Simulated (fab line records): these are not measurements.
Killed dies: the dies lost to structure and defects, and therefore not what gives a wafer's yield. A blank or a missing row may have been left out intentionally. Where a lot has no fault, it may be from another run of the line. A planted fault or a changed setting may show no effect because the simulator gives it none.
Split-lot experiment    flow n5_finfet    on a route of 1938 steps: 7 lots, 21 wafers read

## ABOUT THE SPLIT
At N5_BEOL_M7_COAT_71 (time 60 s, resist thk 5 nm), the setting spin_rpm was moved away from the recipe's 1500 rpm on 3 of the 21 wafers read, by -11.1% to +8.2%. All remaining wafers had this setting at the recipe value.

## FROM THE SPLIT TO THE READING: what the file shows between them, 3 steps
- N5_BEOL_M7_COAT_22: resist thk 30 nm
- N5_BEOL_M7_EBR_24
- N5_BEOL_M7_DESCUM_33: chemistry O2, time 7 s

## THE READING
etch.depth_nm (the simulator's own value, which no gauge read), in nm, at N5_BEOL_M7_ETCH_72 (etches underlayer in N2/H2, target depth 6.5 nm, time 5.2 s). No usual value for it is given in the file. Here, 18 wafers ran the recipe; their average is 5.003 nm with a standard deviation of 0.017 nm.

wafer   tool, chamber at the split  spin_rpm as run, rpm  against the recipe  etch.depth_nm, nm  against lot-mates on the recipe
L078.3  litho_track-04, 0           1500                  recipe              5.026              -
L078.4  litho_track-04, 0           1500                  recipe              5.024              -
L078.5  litho_track-04, 0           1500                  recipe              5.008              -
L081.2  litho_track-03, 0           1500                  recipe              4.995              -
L081.3  litho_track-03, 0           1500                  recipe              4.993              -
L081.4  litho_track-03, 0           1500                  recipe              4.975              -
L083.2  litho_track-03, 0           1500                  recipe              5.029              -
L083.3  litho_track-03, 0           1334                  -11.1%              5.327              +0.296
L083.5  litho_track-03, 0           1500                  recipe              5.034              -
L087.3  litho_track-04, 0           1500                  recipe              4.995              -
L087.4  litho_track-04, 0           1623                  +8.2%               4.821              -0.178
L087.5  litho_track-04, 0           1500                  recipe              5.002              -
L092.1  litho_track-04, 0           1348                  -10.1%              5.263              +0.276
L092.3  litho_track-04, 0           1500                  recipe              4.999              -
L092.4  litho_track-04, 0           1500                  recipe              4.975              -
L096.2  litho_track-04, 0           1500                  recipe              5.011              -
L096.5  litho_track-04, 0           1500                  recipe              5.004              -
L096.6  litho_track-04, 0           1500                  recipe              5.015              -
L097.1  litho_track-03, 0           1500                  recipe              4.995              -
L097.2  litho_track-03, 0           1500                  recipe              4.981              -
L097.6  litho_track-03, 0           1500                  recipe              4.988              -

FIT RESULTS
A straight line over all 21 wafers: etch.depth_nm changes by -0.0263 nm for each +1% of spin_rpm; r = -0.98; the points scatter about the line by 0.02 nm.
The same after taking each lot's own level away (the mean of its wafers on the recipe; 21 wafers): -0.0256 nm for each +1%; r = -0.99; scatter 0.011 nm.
Per that fit: largest spin_rpm move, reading shift of 0.28 nm.
The span of the lots' own levels, 4.9870 to 5.0315 nm, comes to 2.6 times the standard deviation stated above.
The two slopes agree, so the slope changes little with the lot-to-lot level.
Check: +0.279 nm against its lot-mates is what the line predicts for one of the wafers moved furthest among these (-11.1%) when that wafer is left out of the fit. Against them it came out at +0.296 nm.

## THESE WAFERS: OTHER SPLITS
Note: prior to the reading, these wafers also went through further splits. Each is held against what the fit with the lots' levels taken away leaves over:
other split on the same wafers      wafers away from the commonest value  r with etch.depth_nm (lot level and that fit taken away)
N5_BEOL_M4_TRENCH_ETCH_37 source_w  8                                     -0.06
N5_BEOL_M5_COAT_74 spin_rpm         11                                    +0.10
N5_BEOL_M5_COAT_22 spin_rpm         10                                    -0.17
N5_BEOL_M5_TRENCH_ETCH_37 time_s    13                                    -0.09
N5_BEOL_M6_VIA_ETCH_34 time_s       4                                     -0.32

## FILE'S OWN FIT
etch.depth_nm changes by -0.0257 nm for each +1% of spin_rpm, r = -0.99.
